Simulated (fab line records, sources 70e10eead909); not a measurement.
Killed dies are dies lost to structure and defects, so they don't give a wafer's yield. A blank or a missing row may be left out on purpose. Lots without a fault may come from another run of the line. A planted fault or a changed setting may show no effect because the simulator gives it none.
Which tool did it? | flow nand_harc | 11 lots, 33 wafers sampled, at 6 steps of a route of 1302

WHAT THE GAUGES READ, wafer by wafer
NHARC_A_CHANNEL_HOLE_D1_INSPECT_40. Usual: raw_defect_count 80, standard deviation 27.
lot  | measured     | on                | raw_defect_count | flag
L569 | day 8 23:43  | defect_inspect-02 | 106 76 97        |
L570 | day 9 17:40  | defect_inspect-02 | 127 127 115      |
L572 | day 10 11:43 | defect_inspect-02 | 76 42 48         |
L575 | day 11 19:47 | defect_inspect-02 | 1158 116 1151    | OFF
L577 | day 12 08:44 | defect_inspect-02 | 97 129 1105      | OFF
L581 | day 15 03:02 | defect_inspect-01 | 98 101 99        |
L583 | day 15 08:08 | defect_inspect-01 | 96 81 103        |
L586 | day 16 13:45 | defect_inspect-01 | 96 97 109        |
L587 | day 16 22:52 | defect_inspect-02 | 57 50 67         |
L589 | day 17 23:02 | defect_inspect-02 | 49 42 37         |
L591 | day 18 05:07 | defect_inspect-01 | 50 61 64         |

NHARC_END_SORT_01. Usual: killed_at_array 59, standard deviation 16; killed_at_other 0.7, standard deviation 1.1; killed_at_periphery 4, standard deviation 3; killed_dies 64, standard deviation 16; killed_open 3.4, standard deviation 1.8; killed_short 2.6, standard deviation 1.7.
lot  | measured     | on        | killed_at_array | killed_at_other | killed_at_periphery | killed_dies | killed_open | killed_short | flag
L575 | day 27 14:58 | prober-01 | 136 72 150      | 3 3 0           | 11 7 9              | 150 82 159  | 3 2 4       | 2 6 4        | OFF
L577 | day 28 05:56 | prober-01 | 57 66 139       | 0 0 0           | 1 2 2               | 58 68 141   | 3 1 1       | 2 2 4        |

WHICH TOOL RAN EACH LOT (tool, then ch and the chambers of the sampled wafers, then the start)
lot  | NHARC_A_CHANNEL_HOLE_D1_ETCH_19  | NHARC_A_CHANNEL_HOLE_D1_ETCH_33  | NHARC_A_CHANNEL_HOLE_D1_XSEM_31 | NHARC_A_CHANNEL_FILL_D1_ALD_14
L569 | har_etch-02 ch 0, day 8 17:50    | har_etch-02 ch 0, day 8 21:50    | xsem-01 ch 0, day 8 23:37       | ald_hk-02 ch 0,2,3, day 9 06:53
L570 | har_etch-02 ch 0,1, day 9 11:58  | har_etch-02 ch 0,1, day 9 15:56  | xsem-02 ch 0, day 9 17:34       | ald_hk-02 ch 0,1,3, day 10 00:54
L572 | har_etch-01 ch 0, day 10 06:02   | har_etch-01 ch 0, day 10 10:01   | xsem-01 ch 0, day 10 11:37      | ald_hk-03 ch 1,2,3, day 10 19:00
L575 | har_etch-02 ch 0,1, day 11 14:07 | har_etch-02 ch 0,1, day 11 18:04 | xsem-01 ch 0, day 11 19:41      | ald_hk-04 ch 0,1,2, day 12 02:55
L577 | har_etch-02 ch 0,1, day 12 03:05 | har_etch-02 ch 0,1, day 12 07:05 | xsem-02 ch 0, day 12 08:38      | ald_hk-03 ch 0,1,2, day 12 16:02
L581 | har_etch-02 ch 0,1, day 14 21:19 | har_etch-02 ch 0,1, day 15 01:17 | xsem-02 ch 0, day 15 02:56      | ald_hk-04 ch 0,1,2, day 15 10:13
L583 | har_etch-02 ch 0,1, day 15 02:26 | har_etch-02 ch 0,1, day 15 06:26 | xsem-02 ch 0, day 15 08:02      | ald_hk-02 ch 0,1,3, day 15 15:26
L586 | har_etch-02 ch 0,1, day 16 07:57 | har_etch-02 ch 0,1, day 16 11:57 | xsem-02 ch 0, day 16 13:39      | ald_hk-04 ch 0,1,3, day 16 22:01
L587 | har_etch-01 ch 0,1, day 16 17:11 | har_etch-01 ch 0,1, day 16 21:11 | xsem-02 ch 0, day 16 22:46      | ald_hk-02 ch 0,1, day 17 04:58
L589 | har_etch-02 ch 0,1, day 17 17:22 | har_etch-02 ch 0,1, day 17 21:22 | xsem-02 ch 0, day 17 22:57      | ald_hk-02 ch 0,1,3, day 18 06:23
L591 | har_etch-01 ch 0, day 17 23:13   | har_etch-01 ch 0, day 18 03:13   | xsem-02 ch 0, day 18 05:02      | ald_hk-04 ch 0,3, day 18 13:40
- NHARC_A_CHANNEL_HOLE_D1_ETCH_19: etches the open film in C4F8/O2/Ar, time 34.5 s.
- NHARC_A_CHANNEL_HOLE_D1_ETCH_33: etches the open film in C4F8/O2/Ar, time 90 s, target depth 400 nm.
- NHARC_A_CHANNEL_HOLE_D1_XSEM_31
- NHARC_A_CHANNEL_FILL_D1_ALD_14: deposits SiO2, target thk 2.5 nm, pulse time 10 s, ald cycles 25.

WHAT THE TOOLS THEMSELVES READ (means of the sampled wafers that have a number; where no wafer has one, the mark that the record gives instead)
NHARC_A_CHANNEL_HOLE_D1_ETCH_19. Usual: c4f8_flow_sccm 28.81 sccm, standard deviation 0.084; drypump_motor_current_A 5.5 A, standard deviation 0.42; rf_fwd_power_W 2448 W, standard deviation 11; showerhead_plenum_p_Torr 3.67 Torr, standard deviation 0.12; throttle_valve_pct 37.039 %, standard deviation 0.0096.
lot  | tool        | c4f8_flow_sccm (sccm) | drypump_motor_current_A (A) | rf_fwd_power_W (W) | showerhead_plenum_p_Torr (Torr) | throttle_valve_pct (%) | flag
L569 | har_etch-02 | 28.87                 | 5.9                         | 2440               | 3.82                            | 37.044                 |
L570 | har_etch-02 | 28.72                 | 5.2                         | 2453               | 3.66                            | 37.032                 |
L572 | har_etch-01 | 28.82                 | 5.3                         | 2457               | 3.58                            | 37.046                 |
L575 | har_etch-02 | 28.85                 | 5.2                         | 2443               | 3.64                            | 37.044                 |
L577 | har_etch-02 | 28.79                 | 5.6                         | 2446               | 3.71                            | 37.046                 |
L581 | har_etch-02 | 28.81                 | 5.6                         | 2436               | 3.69                            | 37.046                 |
L583 | har_etch-02 | 28.70                 | 5.6                         | 2440               | 3.69                            | 37.038                 |
L586 | har_etch-02 | 28.91                 | 5.2                         | 2446               | 3.60                            | 37.045                 |
L587 | har_etch-01 | 28.85                 | 5.7                         | 2450               | 3.65                            | 37.045                 |
L589 | har_etch-02 | 28.80                 | 5.2                         | 2440               | 3.90                            | 37.039                 |
L591 | har_etch-01 | 28.87                 | 5.3                         | 2462               | 3.52                            | 37.040                 |

NHARC_A_CHANNEL_HOLE_D1_ETCH_33. Usual: c4f8_flow_sccm 41.71 sccm, standard deviation 0.11; drypump_motor_current_A 5.5 A, standard deviation 0.42; rf_fwd_power_W 1989 W, standard deviation 6.2; showerhead_plenum_p_Torr 3.66 Torr, standard deviation 0.12; throttle_valve_pct 27.622 %, standard deviation 0.0092.
lot  | tool        | c4f8_flow_sccm (sccm) | drypump_motor_current_A (A) | rf_fwd_power_W (W) | showerhead_plenum_p_Torr (Torr) | throttle_valve_pct (%) | flag
L569 | har_etch-02 | 41.72                 | 5.9                         | 1980               | 3.81                            | 27.620                 |
L570 | har_etch-02 | 41.87                 | 5.2                         | 1985               | 3.65                            | 27.624                 |
L572 | har_etch-01 | 41.65                 | 5.3                         | 1986               | 3.58                            | 27.621                 |
L575 | har_etch-02 | 41.74                 | 5.2                         | 1991               | 3.63                            | 27.626                 |
L577 | har_etch-02 | 41.66                 | 5.6                         | 1984               | 3.70                            | 27.620                 |
L581 | har_etch-02 | 41.78                 | 5.6                         | 1989               | 3.68                            | 27.616                 |
L583 | har_etch-02 | 41.81                 | 5.6                         | 1989               | 3.68                            | 27.620                 |
L586 | har_etch-02 | 41.71                 | 5.2                         | 1988               | 3.60                            | 27.625                 |
L587 | har_etch-01 | 41.63                 | 5.7                         | 1991               | 3.65                            | 27.623                 |
L589 | har_etch-02 | 41.64                 | 5.3                         | 1992               | 3.90                            | 27.621                 |
L591 | har_etch-01 | 41.67                 | 5.3                         | 1995               | 3.52                            | 27.610                 |

NHARC_A_CHANNEL_HOLE_D1_XSEM_31. Usual: bot_cd_nm 75.2 nm, standard deviation 1.8; bow_nm 8.62 nm, standard deviation 0.28; tilt_deg 0.07 degrees, standard deviation 0.048.
lot  | tool    | bot_cd_nm (nm) | bow_nm (nm) | tilt_deg (degrees) | flag
L569 | xsem-01 | 77.6           | 8.41        | 0.11               |
L570 | xsem-02 | 76.6           | 8.50        | 0.04               |
L572 | xsem-01 | 74.3           | 8.47        | 0.03               |
L575 | xsem-01 | 73.4           | 8.29        | 0.09               |
L577 | xsem-02 | 75.4           | 9.16        | 0.07               |
L581 | xsem-02 | 77.5           | 8.22        | 0.01               |
L583 | xsem-02 | 76.4           | 8.76        | 0.03               |
L586 | xsem-02 | 76.7           | 9.07        | 0.04               |
L587 | xsem-02 | 75.1           | 8.62        | 0.12               |
L589 | xsem-02 | 75.4           | 8.55        | 0.08               |
L591 | xsem-02 | 74.4           | 8.67        | 0.08               |

NHARC_A_CHANNEL_FILL_D1_ALD_14. Usual: heater_power_w 469 W, standard deviation 59; precursor_pulse_height_rel 1.003, standard deviation 0.019.
lot  | tool      | heater_power_w (W) | precursor_pulse_height_rel | flag
L569 | ald_hk-02 | 508                | 1.014                      |
L570 | ald_hk-02 | 464                | 1.024                      |
L572 | ald_hk-03 | 478                | 0.995                      |
L575 | ald_hk-04 | 444                | 1.021                      |
L577 | ald_hk-03 | 448                | 1.021                      |
L581 | ald_hk-04 | 440                | 1.024                      |
L583 | ald_hk-02 | 468                | 1.003                      |
L586 | ald_hk-04 | 475                | 1.019                      |
L587 | ald_hk-02 | 422                | 1.011                      |
L589 | ald_hk-02 | 448                | 0.999                      |
L591 | ald_hk-04 | 490                | 1.017                      |

THE ANSWER, worked out from the rows above alone
Rule: a lot is off if the mean of its wafers that have a number lies more than 3 standard deviations from the usual mean. A lot without any number at a reading at which 4 lots or more have one is off too. The other lots that the step has rows for count as sound. The gauges are gone through in route order, then the tools' own readings, and for those a lot's mean is taken as printed above. The first step at which some lot is off is used, and at that step the reading that is off furthest; a lot without a number counts as furthest.
Off: L575, L577, at NHARC_A_CHANNEL_HOLE_D1_INSPECT_40 (raw_defect_count).
A tool fits if, at a process step before that reading, it ran every lot that is off, and no sound lot after the first of them. The gauges at NHARC_A_CHANNEL_HOLE_D1_INSPECT_40 are tried like those tools. None of those tried fits.

WHAT THE SIMULATOR HAD PUT IN
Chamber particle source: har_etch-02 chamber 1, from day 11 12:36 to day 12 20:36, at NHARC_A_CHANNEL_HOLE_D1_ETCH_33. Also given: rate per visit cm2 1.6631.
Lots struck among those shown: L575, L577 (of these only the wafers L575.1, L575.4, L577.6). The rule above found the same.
